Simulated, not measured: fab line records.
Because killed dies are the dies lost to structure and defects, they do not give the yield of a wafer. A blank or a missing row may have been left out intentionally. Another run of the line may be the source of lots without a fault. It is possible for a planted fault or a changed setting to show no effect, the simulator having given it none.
fab line records + flow nandHarc
record
- lots=6
- wafers=18
- lastDay=24
route steps=1159 shown A_CHANNEL_HOLE_D1@481 A_CHANNEL_FILL_D1@490 END@1159
lots that met no fault: taken from a fault-free run of the same line
startH: hours from the record's first day to the start of the lot's first wafer shown + waitH: hours elapsed since this lot's preceding step + " repeats the value in the row above + L1.1+2: a single row standing in for several wafers + - no value, or no start was given + * or withheld: withheld + < > ~ a bound
route shown NAME@n: names a module that has steps shown in the file, with the first one's number in the route + usual: mean/standard deviation taken from wafers without a fault + same: alike in all rows + chamber/n: place in a boat + sites: readings site by site + _std_site: standard deviation of those values + _edge_site: inner sites' mean taken away from outer sites' mean + radiusMm: how far each site lies from the wafer's centre + mask NAME#n: copy n + behind: tool/chamber where the wafer was last shaped + hold: why the lot was held/for how many hours/how that ended + device: names the non-switching transistor (n, p or np) + end of line: the tests these same wafers got at the end of their route + step lacking rows: just its recipe + killed: count of dies lost to structure and defects at first sort (not the wafer's yield) + map: a wafer's dies, x killed, . not, _ none there
set.NAME: the run value of the setting; set.NAME@STEP: its run value at that earlier step + model.NAME: the simulator's own value behind a step, which no gauge read
lots seen at some steps along the route; tables by step, rows by wafer
services: when a tool's chamber went out of use (startH, in hours from the record's first day, below 0 if earlier), for how many hours, and the reason
## steps
# step NHARC_A_CHANNEL_HOLE_D1_STRIP_42
# recipe
- cf4FlowSccm=100
- chf3FlowSccm=30
- arFlowSccm=0
- biasW=0
- chemistry=CF4/CHF3
# step NHARC_A_CHANNEL_HOLE_D1_STRIP_43
# recipe
- o2FlowSccm=400
- cosFlowSccm=20
- arFlowSccm=0
- biasW=0
- chemistry=O2/COS
# step NHARC_A_CHANNEL_HOLE_D1_ETCH_44
# recipe
- targetDepthA=1400
- overetchA=140
- timeS=77
- ionEnergyEv=100
- cf4FlowSccm=80
- o2FlowSccm=20
- arFlowSccm=0
- rfW=300
- biasW=100
- chemistry=CF4/O2
# usual
- drypumpMotorCurrentA=5.7/0.46
- oesProductAu=0.999/0.0074
- rfVppV=197.3/1.3
- showerheadPlenumPTorr=1.31/0.056
- throttleValvePct=13.397/0.0085
| lot.wafer | tool       | chamber | startH | waitH | drypumpMotorCurrentA | oesProductAu | rfHoursCounterH | rfVppV | showerheadPlenumPTorr | throttleValvePct |
|-----------|------------|---------|--------|-------|----------------------|--------------|-----------------|--------|-----------------------|------------------|
| L223.4    | rieDiel-03 | 2       | 193.74 | 0.1   | 5.8                  | 1.010        | 9               | 197.2  | 1.33                  | 13.382           |
| L223.2    | "          | 3       | "      | "     | 6.1                  | 0.996        | 10              | 198.3  | 1.36                  | 13.398           |
| L223.1    | "          | 0       | "      | "     | 6.1                  | 1.002        | 10              | 198.8  | 1.30                  | 13.395           |
| L235.3    | rieDiel-06 | 2       | 257.98 | 0.1   | 5.9                  | 1.000        | 1               | 195.6  | 1.25                  | 13.419           |
| L235.1    | "          | 3       | "      | "     | 5.4                  | 1.002        | 1               | 199.4  | 1.40                  | 13.398           |
| L235.6    | "          | 3       | "      | "     | 5.4                  | 0.999        | -               | 199.4  | 1.40                  | 13.390           |
| L232.2    | rieDiel-12 | 2       | 258.26 | 0.1   | 5.3                  | 1.013        | 2               | 195.4  | 1.25                  | 13.409           |
| L232.4    | "          | 3       | "      | "     | 6.0                  | 0.995        | 3               | 198.7  | 1.35                  | 13.383           |
| L232.5    | "          | 0       | "      | "     | 6.5                  | 0.998        | -               | 196.3  | 1.29                  | 13.397           |
| L234.3    | rieDiel-12 | 0       | 262.17 | 0.1   | 6.5                  | 0.995        | 3               | 196.8  | 1.29                  | 13.389           |
| L234.6    | "          | 2       | "      | "     | 5.4                  | 1.004        | -               | 196.9  | 1.25                  | 13.391           |
| L234.5    | "          | 3       | "      | "     | 5.9                  | 1.003        | -               | 198.2  | 1.35                  | 13.413           |
| L233.1    | rieDiel-03 | 0       | 262.40 | 0.1   | 6.1                  | 1.000        | 3               | 196.0  | 1.30                  | 13.405           |
| L233.2    | "          | 1       | "      | "     | 5.0                  | 0.997        | 4               | 199.1  | 1.39                  | 13.403           |
| L233.5    | "          | 2       | "      | "     | 5.8                  | 1.016        | -               | 196.8  | 1.33                  | 13.396           |
| L242.2    | rieDiel-06 | 1       | 304.87 | 0.1   | 5.2                  | 1.003        | 4               | 196.3  | 1.25                  | 13.393           |
| L242.3    | "          | 3       | "      | "     | 5.4                  | 0.996        | 4               | 199.1  | 1.40                  | 13.394           |
| L242.5    | "          | 1       | "      | "     | 5.2                  | 0.998        | -               | 196.6  | 1.25                  | 13.393           |
# step NHARC_A_CHANNEL_HOLE_D1_STRIP_27
# recipe
- o2FlowSccm=500
- arFlowSccm=0
- biasW=0
- chemistry=O2
# usual
- drypumpMotorCurrentA=5.7/0.47
- oesProductAu=0.998/0.0072
- rfVppV=57.7/0.93
- showerheadPlenumPTorr=3.46/0.14
- throttleValvePct=17.036/0.0095
| lot.wafer | tool       | chamber | startH | waitH | drypumpMotorCurrentA | oesProductAu | rfHoursCounterH | rfVppV | showerheadPlenumPTorr | throttleValvePct |
|-----------|------------|---------|--------|-------|----------------------|--------------|-----------------|--------|-----------------------|------------------|
| L223.4    | rieDiel-03 | 2       | -      | -     | 5.8                  | 1.004        | 9               | 58.5   | 3.53                  | 17.034           |
| L223.2    | "          | 3       | "      | "     | 6.1                  | 0.999        | 10              | 58.6   | 3.59                  | 17.046           |
| L223.1    | "          | 0       | "      | "     | 6.1                  | 1.001        | 10              | 57.1   | 3.45                  | 17.029           |
| L235.1    | rieDiel-06 | 0       | -      | -     | 6.4                  | 0.991        | 1               | 56.5   | 3.34                  | 17.048           |
| L235.3    | "          | 1       | "      | "     | 5.2                  | 0.996        | 1               | 58.2   | 3.32                  | 17.026           |
| L235.6    | "          | 1       | "      | "     | 5.2                  | 0.995        | -               | 58.0   | 3.32                  | 17.050           |
| L232.2    | rieDiel-12 | 2       | -      | -     | 5.4                  | 1.006        | 2               | 56.6   | 3.30                  | 17.047           |
| L232.4    | "          | 3       | "      | "     | 5.9                  | 0.991        | 3               | 57.8   | 3.56                  | 17.043           |
| L232.5    | "          | 3       | "      | "     | 5.9                  | 0.988        | -               | 58.8   | 3.56                  | 17.026           |
| L234.3    | rieDiel-12 | 1       | -      | -     | 5.2                  | 1.000        | 3               | 59.0   | 3.57                  | 17.024           |
| L234.5    | "          | 1       | "      | "     | 5.2                  | 0.989        | -               | 57.7   | 3.57                  | 17.032           |
| L234.6    | "          | 2       | "      | "     | 5.4                  | 1.002        | -               | 56.7   | 3.30                  | 17.021           |
| L233.1    | rieDiel-03 | 0       | -      | -     | 6.1                  | 1.003        | 3               | 57.2   | 3.45                  | 17.046           |
| L233.2    | "          | 1       | "      | "     | 5.0                  | 1.008        | 4               | 58.7   | 3.67                  | 17.037           |
| L233.5    | "          | 3       | "      | "     | 6.1                  | 0.998        | -               | 57.5   | 3.58                  | 17.019           |
| L242.2    | rieDiel-06 | 1       | -      | -     | 5.2                  | 1.010        | 4               | 56.0   | 3.32                  | 17.057           |
| L242.3    | "          | 0       | "      | "     | 6.3                  | 0.998        | 4               | 58.0   | 3.34                  | 17.029           |
| L242.5    | "          | 0       | "      | "     | 6.3                  | 0.996        | -               | 56.4   | 3.34                  | 17.036           |
# step NHARC_A_CHANNEL_HOLE_D1_PRECLEAN_28
# recipe
- timeS=*
- tempC=50
- bathAgeMin=0
- chemistry=SC1
# step NHARC_A_CHANNEL_HOLE_D1_SRD_29
# step NHARC_A_CHANNEL_HOLE_D1_CD_MEAS_30
# usual
- cdNm=90.0/0.97
| lot.wafer | tool     | chamber | startH | waitH | cdNm |
|-----------|----------|---------|--------|-------|------|
| L223.1    | cdSem-02 | -       | 194.53 | -     | 89.7 |
| L223.2    | "        | -       | "      | "     | 88.0 |
| L223.4    | "        | -       | "      | "     | 89.1 |
| L235.1    | cdSem-01 | -       | 258.78 | -     | 87.6 |
| L235.3    | "        | -       | "      | "     | 89.2 |
| L235.6    | "        | -       | "      | "     | 87.3 |
| L232.2    | cdSem-01 | -       | 259.05 | -     | 90.0 |
| L232.4    | "        | -       | "      | "     | 89.1 |
| L232.5    | "        | -       | "      | "     | 90.5 |
| L234.3    | cdSem-01 | -       | 262.95 | -     | 91.0 |
| L234.5    | "        | -       | "      | "     | 92.2 |
| L234.6    | "        | -       | "      | "     | 91.8 |
| L233.1    | cdSem-02 | -       | 263.19 | -     | 90.8 |
| L233.2    | "        | -       | "      | "     | 91.8 |
| L233.5    | "        | -       | "      | "     | 89.0 |
| L242.2    | cdSem-02 | -       | 305.80 | -     | 89.8 |
| L242.3    | "        | -       | "      | "     | 89.7 |
| L242.5    | "        | -       | "      | "     | 89.8 |
# step NHARC_A_CHANNEL_HOLE_D1_XSEM_31
# recipe
- landingEnergyEv=35000
# usual
- botCdNm=74.8/1.2
- bowNm=8.70/0.27
- tiltDeg=0.08/0.032
| lot.wafer | tool    | chamber | startH | waitH | botCdNm | bowNm | tiltDeg |
|-----------|---------|---------|--------|-------|---------|-------|---------|
| L223.1    | xsem-02 | 0       | 194.64 | 0.1   | 73.6    | 8.60  | 0.14    |
| L223.2    | "       | 0       | "      | "     | 72.5    | 8.63  | 0.14    |
| L223.4    | "       | 0       | "      | "     | 72.6    | 8.53  | 0.14    |
| L235.1    | xsem-02 | 0       | 258.87 | 0.1   | 72.0    | 8.35  | 0.08    |
| L235.3    | "       | 0       | "      | "     | 74.5    | 8.28  | 0.08    |
| L235.6    | "       | 0       | "      | "     | 72.5    | 8.36  | 0.08    |
| L232.2    | xsem-01 | 0       | 259.14 | 0.1   | 75.0    | 8.61  | 0.08    |
| L232.4    | "       | 0       | "      | "     | 74.5    | 8.54  | 0.08    |
| L232.5    | "       | 0       | "      | "     | 75.3    | 8.62  | 0.08    |
| L234.3    | xsem-02 | 0       | 263.05 | 0.1   | 76.0    | 9.14  | 0.05    |
| L234.5    | "       | 0       | "      | "     | 76.1    | 9.01  | 0.05    |
| L234.6    | "       | 0       | "      | "     | 76.5    | 8.99  | 0.05    |
| L233.1    | xsem-01 | 0       | 263.27 | 0.1   | 75.5    | 8.52  | 0.06    |
| L233.2    | "       | 0       | "      | "     | 77.8    | 8.49  | 0.06    |
| L233.5    | "       | 0       | "      | "     | 75.1    | 8.53  | 0.06    |
| L242.2    | xsem-01 | 0       | 305.88 | 0.1   | 75.9    | 8.41  | 0.04    |
| L242.3    | "       | 0       | "      | "     | 75.7    | 8.42  | 0.04    |
| L242.5    | "       | 0       | "      | "     | 76.3    | 8.45  | 0.04    |
# step NHARC_A_CHANNEL_HOLE_D1_INSPECT_40
# usual
- rawDefectCount=61/17
| lot.wafer | tool             | chamber | startH | waitH | rawDefectCount |
|-----------|------------------|---------|--------|-------|----------------|
| L223.1    | defectInspect-02 | -       | 194.73 | -     | 37             |
| L223.2    | "                | -       | "      | "     | 40             |
| L223.4    | "                | -       | "      | "     | 35             |
| L235.1    | defectInspect-02 | -       | 258.98 | -     | 44             |
| L235.3    | "                | -       | "      | "     | 42             |
| L235.6    | "                | -       | "      | "     | 35             |
| L232.2    | defectInspect-02 | -       | 259.23 | -     | 65             |
| L232.4    | "                | -       | "      | "     | 64             |
| L232.5    | "                | -       | "      | "     | 44             |
| L234.3    | defectInspect-02 | -       | 263.14 | -     | 49             |
| L234.5    | "                | -       | "      | "     | 43             |
| L234.6    | "                | -       | "      | "     | 48             |
| L233.1    | defectInspect-02 | -       | 263.37 | -     | 71             |
| L233.2    | "                | -       | "      | "     | 68             |
| L233.5    | "                | -       | "      | "     | 88             |
| L242.2    | defectInspect-01 | -       | 305.98 | -     | 51             |
| L242.3    | "                | -       | "      | "     | 58             |
| L242.5    | "                | -       | "      | "     | 52             |
# step NHARC_A_CHANNEL_FILL_D1_PRECLEAN_00
# recipe
- timeS=*
- tempC=50
- bathAgeMin=0
- chemistry=SC1
# step NHARC_A_CHANNEL_FILL_D1_SRD_01
# step NHARC_A_CHANNEL_FILL_D1_ALD_02
# recipe
- targetThkA=60
- pulseTimeS=10
- aldCycles=60
- tempC=300
- material=SiO2
# usual
- heaterPowerOuterW=268/20
- heaterPowerW=481/39
- precursorPulseHeightRel=1.000/0.02
# same
- aldCycles=60
| lot.wafer | tool     | chamber | startH | waitH | heaterPowerOuterW | heaterPowerW | precursorPulseHeightRel |
|-----------|----------|---------|--------|-------|-------------------|--------------|-------------------------|
| L223.1    | aldHk-02 | 0       | 194.93 | -     | 260               | 452          | 0.992                   |
| L223.2    | "        | 1       | "      | "     | 274               | 493          | 0.996                   |
| L223.4    | "        | 2       | "      | "     | 292               | 503          | 1.026                   |
| L235.1    | aldHk-02 | 0       | 260.42 | -     | 259               | 442          | 0.983                   |
| L235.3    | "        | 2       | "      | "     | 298               | 506          | 1.022                   |
| L235.6    | "        | 0       | "      | "     | 262               | 445          | 0.988                   |
| L232.4    | aldHk-02 | 1       | 260.93 | 1.6   | 276               | 484          | 1.007                   |
| L232.2    | "        | 2       | "      | "     | 290               | 502          | 0.989                   |
| L232.5    | "        | 1       | "      | "     | 282               | 482          | 0.997                   |
| L234.3    | aldHk-02 | 2       | 263.47 | -     | 291               | 519          | 1.017                   |
| L234.6    | "        | 0       | "      | "     | 266               | 442          | 0.956                   |
| L234.5    | "        | 1       | "      | "     | 278               | 484          | 1.006                   |
| L233.2    | aldHk-03 | 3       | 263.57 | -     | 247               | 477          | 0.976                   |
| L233.1    | "        | 0       | "      | "     | 241               | 420          | 0.992                   |
| L233.5    | "        | 0       | "      | "     | 241               | 415          | 0.994                   |
| L242.2    | aldHk-04 | 2       | 306.27 | -     | 265               | 500          | 0.991                   |
| L242.3    | "        | 3       | "      | "     | 287               | 543          | 0.986                   |
| L242.5    | "        | 2       | "      | "     | 261               | 493          | 0.992                   |
# step NHARC_A_CHANNEL_FILL_D1_ALD_03
# recipe
- targetThkA=60
- pulseTimeS=60
- aldCycles=58
- tempC=630
- pressureTorr=2
- material=SiNx
# usual
- aldCycles=58/0
- chamberPressureTorr=2.000/0.0048
- precursorPulseHeightRel=0.999/0.02
| lot.wafer | tool           | chamber | startH | waitH | aldCycles | chamberPressureTorr | precursorPulseHeightRel |
|-----------|----------------|---------|--------|-------|-----------|---------------------|-------------------------|
| L223.1    | aldSinBatch-02 | 0       | 198.04 | -     | 58        | 1.994               | 0.979                   |
| L223.2    | "              | 0       | "      | "     | 58        | 2.002               | 0.968                   |
| L223.4    | "              | 0       | "      | "     | 58        | 1.998               | 1.004                   |
| L232.2    | aldSinBatch-01 | -       | 263.86 | -     | -         | -                   | -                       |
| L232.4    | "              | -       | "      | "     | -         | -                   | -                       |
| L232.5    | "              | -       | "      | "     | -         | -                   | -                       |
| L235.1    | aldSinBatch-01 | 0       | 263.86 | -     | 58        | 2.004               | 0.964                   |
| L235.3    | "              | 0       | "      | "     | 58        | 1.996               | 1.001                   |
| L235.6    | "              | 0       | "      | "     | 58        | 1.999               | 0.996                   |
| L233.1    | aldSinBatch-03 | -       | 266.76 | -     | -         | -                   | -                       |
| L233.2    | "              | -       | "      | "     | -         | -                   | -                       |
| L233.5    | "              | -       | "      | "     | -         | -                   | -                       |
| L234.3    | aldSinBatch-03 | 0       | 266.76 | -     | 58        | 1.995               | 0.977                   |
| L234.5    | "              | 0       | "      | "     | 58        | 1.996               | 0.984                   |
| L234.6    | "              | 0       | "      | "     | 58        | 2.004               | 1.007                   |
| L242.2    | aldSinBatch-02 | 0       | 309.65 | -     | 58        | 1.999               | 1.008                   |
| L242.3    | "              | 0       | "      | "     | 58        | 2.003               | 0.987                   |
| L242.5    | "              | 0       | "      | "     | 58        | 1.994               | 1.012                   |
# step NHARC_A_CHANNEL_FILL_D1_ALD_14
# recipe
- targetThkA=25
- pulseTimeS=10
- aldCycles=25
- tempC=300
- material=SiO2
# usual
- heaterPowerOuterW=269/20
- heaterPowerW=482/42
- precursorPulseHeightRel=1.002/0.02
# same
- aldCycles=25
| lot.wafer | tool     | chamber | startH | waitH | heaterPowerOuterW | heaterPowerW | precursorPulseHeightRel |
|-----------|----------|---------|--------|-------|-------------------|--------------|-------------------------|
| L223.2    | aldHk-02 | 0       | 201.59 | 0.0   | 265               | 441          | 1.025                   |
| L223.1    | "        | 1       | "      | "     | 275               | 474          | 0.996                   |
| L223.4    | "        | 3       | "      | "     | 314               | 546          | 1.030                   |
| L232.2    | aldHk-02 | 0       | 267.49 | 0.0   | 261               | 441          | 1.015                   |
| L232.4    | "        | 3       | "      | "     | 311               | 525          | 0.950                   |
| L232.5    | "        | 0       | "      | "     | 262               | 448          | 1.037                   |
| L235.3    | aldHk-04 | 0       | 267.53 | 0.1   | 289               | 510          | 0.979                   |
| L235.1    | "        | 2       | "      | "     | 258               | 495          | 1.023                   |
| L235.6    | "        | 3       | "      | "     | 296               | 576          | 0.980                   |
| L234.3    | aldHk-04 | 3       | 270.40 | 0.1   | 298               | 566          | 1.061                   |
| L234.5    | "        | 2       | "      | "     | 263               | 494          | 1.003                   |
| L234.6    | "        | 3       | "      | "     | 296               | 554          | 1.015                   |
| L233.1    | aldHk-04 | 2       | 270.58 | 0.3   | 260               | 498          | 0.969                   |
| L233.2    | "        | 1       | "      | "     | 258               | 456          | 1.022                   |
| L233.5    | "        | 2       | "      | "     | 259               | 484          | 0.984                   |
| L242.3    | aldHk-02 | 3       | 313.14 | 0.0   | 287               | 503          | 0.993                   |
| L242.2    | "        | 0       | "      | "     | 247               | 410          | 0.984                   |
| L242.5    | "        | 0       | "      | "     | 238               | 403          | 0.968                   |
# step NHARC_END_SORT_01
# recipe
- tempC=25
# usual
- killedAtArray=27/10
- killedAtOther=0.6/1
- killedAtPeriphery=3.4/2.7
- killedDies=31/9.7
- killedOpen=3.4/1.7
- killedShort=2.2/1.5
# same
- grossDies=677
| lot.wafer | tool      | chamber | startH | waitH | killedAtArray | killedAtOther | killedAtPeriphery | killedDies | killedOpen | killedShort |
|-----------|-----------|---------|--------|-------|---------------|---------------|-------------------|------------|------------|-------------|
| L234.3    | prober-02 | 0       | 504.43 | 3.1   | 23            | 1             | 1                 | 25         | 4          | 3           |
| L234.5    | prober-02 | 0       | 506.04 | 3.7   | 19            | 0             | 2                 | 21         | 2          | 2           |
| L234.6    | prober-02 | 0       | 506.85 | 4.0   | 22            | 0             | 2                 | 24         | 3          | 1           |
| L233.1    | prober-02 | 0       | 511.77 | 2.5   | 675           | 0             | 2                 | 677        | 4          | 1           |
| L233.2    | prober-02 | 0       | 512.57 | 2.8   | 677           | 0             | 0                 | 677        | 2          | 1           |
| L233.5    | prober-02 | 0       | 514.94 | 3.7   | 676           | 0             | 1                 | 677        | 2          | 1           |
| L235.1    | prober-02 | 0       | 526.27 | 2.5   | 28            | 6             | 2                 | 36         | 2          | 0           |
| L235.3    | prober-02 | 0       | 527.86 | 3.1   | 30            | 3             | 1                 | 34         | 3          | 2           |
| L235.6    | prober-02 | 0       | 530.25 | 4.0   | 25            | 3             | 0                 | 28         | 4          | 0           |
| L232.2    | prober-01 | 0       | 527.09 | 2.8   | 675           | 0             | 2                 | 677        | 5          | 1           |
| L232.4    | prober-01 | 0       | 528.71 | 3.4   | 676           | 0             | 1                 | 677        | 2          | 3           |
| L232.5    | prober-01 | 0       | 529.52 | 3.7   | 673           | 1             | 3                 | 677        | 4          | 2           |
# killed by level:class
L234.3 A_CHANNEL_HOLE_D1:chamberFilmFlake=4 A_STAIRCASE:chamberFilmFlake=4 A_SLIT:chamberFilmFlake=4 A_CONTACT:chamberFilmFlake=4 A_BLC:geometricParticle:open=2 P_M0:geometricParticle:open=1 A_SOURCE_PLATE:geometricParticle:short=1 A_ONON_D1:geometricParticle:short=1
L234.5 A_STAIRCASE:chamberFilmFlake=6 A_CONTACT:chamberFilmFlake=4 A_CHANNEL_HOLE_D1:chamberFilmFlake=3 A_SLIT:chamberFilmFlake=3 P_M0:geometricParticle:short=2 A_CONTACT:geometricParticle:open=1 A_BLC:geometricParticle:open=1 A_ZERO_WELL:chamberFilmFlake=1
L234.6 A_CONTACT:chamberFilmFlake=7 A_SLIT:chamberFilmFlake=5 A_STAIRCASE:chamberFilmFlake=4 A_CHANNEL_HOLE_D1:chamberFilmFlake=3 P_CONTACT:geometricParticle:open=1 A_ONON_D1:geometricParticle:open=1 A_SLIT:geometricParticle:open=1 A_WL_FILL:geometricParticle:short=1
L233.1 A_CHANNEL_FILL_D1:areaAld=649 A_CHANNEL_HOLE_D1:chamberFilmFlake=14 A_CONTACT:chamberFilmFlake=3 A_ZERO_WELL:chamberFilmFlake=2 P_CONTACT:geometricParticle:open=1 P_M0:geometricParticle:open=1 A_WL_FILL:geometricParticle:short=1 A_WL_FILL:geometricParticle:open=1
L233.2 A_CHANNEL_FILL_D1:areaAld=645 A_CHANNEL_HOLE_D1:chamberFilmFlake=19 A_CONTACT:chamberFilmFlake=6 A_BLC:chamberFilmFlake=3 A_CHANNEL_HOLE_D1:geometricParticle:short=1 A_WL_FILL:geometricParticle:open=1 A_M1:geometricParticle:open=1 A_STAIRCASE:chamberFilmFlake=1
L233.5 A_CHANNEL_FILL_D1:areaAld=644 A_CHANNEL_HOLE_D1:chamberFilmFlake=16 A_CONTACT:chamberFilmFlake=6 A_BLC:chamberFilmFlake=5 A_ZERO_WELL:chamberFilmFlake=2 A_CHANNEL_HOLE_D1:geometricParticle:short=1 A_SGD_CUT:geometricParticle:open=1 A_M0:geometricParticle:open=1
L235.1 A_SLIT:chamberFilmFlake=16 THIN_TSV:chamberFilmFlake=6 A_CONTACT:chamberFilmFlake=4 A_CHANNEL_HOLE_D1:chamberFilmFlake=3 P_GATE:chamberFilmFlake=2 A_WL_FILL:chamberFilmFlake=2 A_CHANNEL_FILL_D1:geometricParticle:open=1 A_M1:geometricParticle:open=1
L232.2 A_CHANNEL_FILL_D1:areaAld=628 A_CHANNEL_HOLE_D1:chamberFilmFlake=24 A_SLIT:chamberFilmFlake=14 A_CONTACT:geometricParticle:open=2 A_M0:geometricParticle:open=2 A_CONTACT:chamberFilmFlake=2 A_WL_FILL:geometricParticle:open=1 A_CONTACT:geometricParticle:short=1
L235.3 A_SLIT:chamberFilmFlake=15 A_STAIRCASE:chamberFilmFlake=4 A_CHANNEL_HOLE_D1:chamberFilmFlake=3 THIN_TSV:chamberFilmFlake=3 A_WL_FILL:chamberFilmFlake=2 A_CONTACT:chamberFilmFlake=2 P_M1:geometricParticle:open=1 A_ONON_D1:geometricParticle:short=1
L232.4 A_CHANNEL_FILL_D1:areaAld=633 A_CHANNEL_HOLE_D1:chamberFilmFlake=19 A_SLIT:chamberFilmFlake=17 A_WL_FILL:geometricParticle:short=2 A_ONON_D1:geometricParticle:short=1 A_CHANNEL_HOLE_D1:geometricParticle:open=1 A_CONTACT:geometricParticle:open=1 P_GATE:chamberFilmFlake=1
L232.5 A_CHANNEL_FILL_D1:areaAld=641 A_SLIT:chamberFilmFlake=15 A_CHANNEL_HOLE_D1:chamberFilmFlake=9 A_CONTACT:chamberFilmFlake=3 P_CONTACT:geometricParticle:open=2 A_STAIRCASE:chamberFilmFlake=2 P_M0:geometricParticle:short=1 A_CHANNEL_FILL_D1:geometricParticle:short=1
L235.6 A_SLIT:chamberFilmFlake=11 A_CONTACT:chamberFilmFlake=5 A_STAIRCASE:chamberFilmFlake=3 THIN_TSV:chamberFilmFlake=3 A_CHANNEL_HOLE_D1:chamberFilmFlake=2 A_CHANNEL_FILL_D1:geometricParticle:open=1 A_WL_FILL:geometricParticle:open=1 A_CONTACT:geometricParticle:open=1
# map L232.2 (x killed, . not)
____________x____________
_________xxxxxxx_________
_______xxxxxxxxxxx_______
______xxxxxxxxxxxxx______
_____xxxxxxxxxxxxxxx_____
____xxxxxxxxxxxxxxxxx____
____xxxxxxxxxxxxxxxxx____
___xxxxxxxxxxxxxxxxxxx___
___xxxxxxxxxxxxxxxxxxx___
__xxxxxxxxxxxxxxxxxxxxx__
__xxxxxxxxxxxxxxxxxxxxx__
_xxxxxxxxxxxxxxxxxxxxxxx_
_xxxxxxxxxxxxxxxxxxxxxxx_
_xxxxxxxxxxxxxxxxxxxxxxx_
_xxxxxxxxxxxxxxxxxxxxxxx_
_xxxxxxxxxxxxxxxxxxxxxxx_
xxxxxxxxxxxxxxxxxxxxxxxxx
xxxxxxxxxxxxxxxxxxxxxxxxx
xxxxxxxxxxxxxxxxxxxxxxxxx
xxxxxxxxxxxxxxxxxxxxxxxxx
xxxxxxxxxxxxxxxxxxxxxxxxx
_xxxxxxxxxxxxxxxxxxxxxxx_
_xxxxxxxxxxxxxxxxxxxxxxx_
_xxxxxxxxxxxxxxxxxxxxxxx_
_xxxxxxxxxxxxxxxxxxxxxxx_
_xxxxxxxxxxxxxxxxxxxxxxx_
__xxxxxxxxxxxxxxxxxxxxx__
__xxxxxxxxxxxxxxxxxxxxx__
___xxxxxxxxxxxxxxxxxxx___
___xxxxxxxxxxxxxxxxxxx___
____xxxxxxxxxxxxxxxxx____
____xxxxxxxxxxxxxxxxx____
_____xxxxxxxxxxxxxxx_____
______xxxxxxxxxxxxx______
_______xxxxxxxxxxx_______
_________xxxxxxx_________
____________x____________
# map L233.1 (x killed, . not)
____________x____________
_________xxxxxxx_________
_______xxxxxxxxxxx_______
______xxxxxxxxxxxxx______
_____xxxxxxxxxxxxxxx_____
____xxxxxxxxxxxxxxxxx____
____xxxxxxxxxxxxxxxxx____
___xxxxxxxxxxxxxxxxxxx___
___xxxxxxxxxxxxxxxxxxx___
__xxxxxxxxxxxxxxxxxxxxx__
__xxxxxxxxxxxxxxxxxxxxx__
_xxxxxxxxxxxxxxxxxxxxxxx_
_xxxxxxxxxxxxxxxxxxxxxxx_
_xxxxxxxxxxxxxxxxxxxxxxx_
_xxxxxxxxxxxxxxxxxxxxxxx_
_xxxxxxxxxxxxxxxxxxxxxxx_
xxxxxxxxxxxxxxxxxxxxxxxxx
xxxxxxxxxxxxxxxxxxxxxxxxx
xxxxxxxxxxxxxxxxxxxxxxxxx
xxxxxxxxxxxxxxxxxxxxxxxxx
xxxxxxxxxxxxxxxxxxxxxxxxx
_xxxxxxxxxxxxxxxxxxxxxxx_
_xxxxxxxxxxxxxxxxxxxxxxx_
_xxxxxxxxxxxxxxxxxxxxxxx_
_xxxxxxxxxxxxxxxxxxxxxxx_
_xxxxxxxxxxxxxxxxxxxxxxx_
__xxxxxxxxxxxxxxxxxxxxx__
__xxxxxxxxxxxxxxxxxxxxx__
___xxxxxxxxxxxxxxxxxxx___
___xxxxxxxxxxxxxxxxxxx___
____xxxxxxxxxxxxxxxxx____
____xxxxxxxxxxxxxxxxx____
_____xxxxxxxxxxxxxxx_____
______xxxxxxxxxxxxx______
_______xxxxxxxxxxx_______
_________xxxxxxx_________
____________x____________
## services
| tool           | chamber | startH | hours | kind      |
|----------------|---------|--------|-------|-----------|
| rieDiel-03     | 0       | 170.00 | -     | clean     |
| rieDiel-03     | 1       | 170.00 | -     | clean     |
| rieDiel-06     | -       | 176.75 | 0.8   | repair    |
| aldHk-04       | -       | 186.00 | 10.0  | pm        |
| aldSinBatch-01 | -       | 198.55 | 23.3  | repair    |
| rieDiel-06     | 1       | 201.22 | 9.3   | repair    |
| rieDiel-12     | -       | 202.40 | 9.0   | pm        |
| rieDiel-12     | 2       | 213.05 | 9.5   | repair    |
| rieDiel-03     | -       | 215.40 | 9.0   | pm        |
| rieDiel-06     | 3       | 231.52 | 7.3   | repair    |
| rieDiel-06     | -       | 241.25 | 9.0   | pm        |
| rieDiel-06     | 3       | 264.93 | 7.9   | repair    |
| aldHk-02       | -       | 280.00 | 10.0  | pm        |
| aldHk-02       | 0       | 280.00 | 10.0  | ventCycle |
| aldHk-02       | 1       | 280.00 | 10.0  | ventCycle |
| aldHk-02       | 2       | 280.00 | 10.0  | ventCycle |
| aldHk-02       | 3       | 280.00 | 10.0  | ventCycle |
| aldHk-02       | 0       | 290.00 | -     | clean     |
| aldHk-02       | 1       | 290.00 | -     | clean     |
| aldHk-02       | 2       | 290.00 | -     | clean     |
| aldHk-02       | 3       | 290.00 | -     | clean     |
| rieDiel-12     | 3       | 294.69 | 9.0   | repair    |
| xsem-02        | -       | 302.00 | 14.0  | pm        |
| rieDiel-06     | 2       | 303.47 | 4.4   | repair    |
## key
firstSign
- step=NHARC_A_CHANNEL_FILL_D1_ALD_03
- reading=toolRecord
- direction=missing
effect
- step=NHARC_END_SORT_01
- reading=killedDies
- direction=up
- sigmas=67
- usual=31
- struck=677
moreKillsBornAt
- NHARC_A_CHANNEL_FILL_D1_ALD_03@aldSinBatch-03=1938
- NHARC_A_CHANNEL_FILL_D1_ALD_03@aldSinBatch-01=1902
metAt NHARC_A_CHANNEL_FILL_D1_ALD_03
struckWafers L232.2,L232.4,L232.5,L233.1,L233.2,L233.5
laterRowsLeftOut L232.2,L232.4,L232.5,L233.1,L233.2,L233.5
testerLeftOut L232,L233
fault
- kind=skippedStepWhole
- tool=aldSinBatch-01,aldSinBatch-03
- chamber=-
- onsetH=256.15
- steps=NHARC_A_CHANNEL_FILL_D1_ALD_03
- scope=struckLotsOnly
# testerLeftOut: of these lots the tester's yield and bins aren't shown, on N5 and GAA mostly nor the transistor test; their killed dies are dies lost to structure and defects alone, not to doping, threshold or leakage, so they don't give the yield
# laterRowsLeftOut: the simulator's readings of these wafers behind a module that went badly wrong aren't trusted and aren't shown, but for the sort
